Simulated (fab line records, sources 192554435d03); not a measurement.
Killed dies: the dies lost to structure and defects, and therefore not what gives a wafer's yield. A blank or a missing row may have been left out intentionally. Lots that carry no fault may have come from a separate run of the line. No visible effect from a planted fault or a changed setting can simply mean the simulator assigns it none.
Matching of chambers + flow n5Finfet + 4 sister chambers for N5_BEOL_M1_STRIP_66 on rieDiel-02
The step strips in CF4. 4 wafers are shown with their chamber, then 10 later ones without.

## WAFERS PAIRED WITH THEIR CHAMBERS
| wafer  | chamber | showerheadPlenumPTorr (Torr) |
|--------|---------|------------------------------|
| L084.4 | 1       | 1.75                         |
| L084.6 | 3       | 1.84                         |
| L085.2 | 0       | 1.77                         |
| L085.4 | 2       | 1.77                         |

## WAFERS MISSING THEIR CHAMBER
| wafer  | showerheadPlenumPTorr (Torr) |
|--------|------------------------------|
| L085.5 | 1.77                         |
| L089.1 | 1.84                         |
| L089.3 | 1.77                         |
| L089.6 | 1.77                         |
| L095.1 | 1.76                         |
| L095.4 | 1.75                         |
| L095.5 | 1.76                         |
| L096.3 | 1.76                         |
| L096.4 | 1.75                         |
| L096.6 | 1.75                         |

## CHAMBER TAKEN BY EACH
| wafer  | from the rows above          | in truth |
|--------|------------------------------|----------|
| L085.5 | can't be placed: 0 or 2      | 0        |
| L089.1 | 3                            | 3        |
| L089.3 | can't be placed: 0 or 2      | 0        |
| L089.6 | can't be placed: 0 or 2      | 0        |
| L095.1 | can't be placed: 0 or 1 or 2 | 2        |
| L095.4 | 1                            | 1        |
| L095.5 | can't be placed: 0 or 1 or 2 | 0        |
| L096.3 | can't be placed: 0 or 1 or 2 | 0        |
| L096.4 | 1                            | 1        |
| L096.6 | 1                            | 1        |
Correct placement for 4 of the 10. Can't be placed from these rows: 6 (the true chamber is among the candidates in 6). Number placed wrongly: 0.
How it was worked out, from the rows above alone: a wafer's distance from a chamber is the root of the sum, over the readings, of the square of ((its reading less the chamber's mean) divided by the reading's scatter). The wafer belongs to the nearest chamber; if the next one is less than 2 further off, it can't be placed. For every chamber, the mean is computed from those of its wafers that are shown. The scatter: root of mean squared gap, hidden wafer to nearest shown wafer, with one shown wafer a chamber.
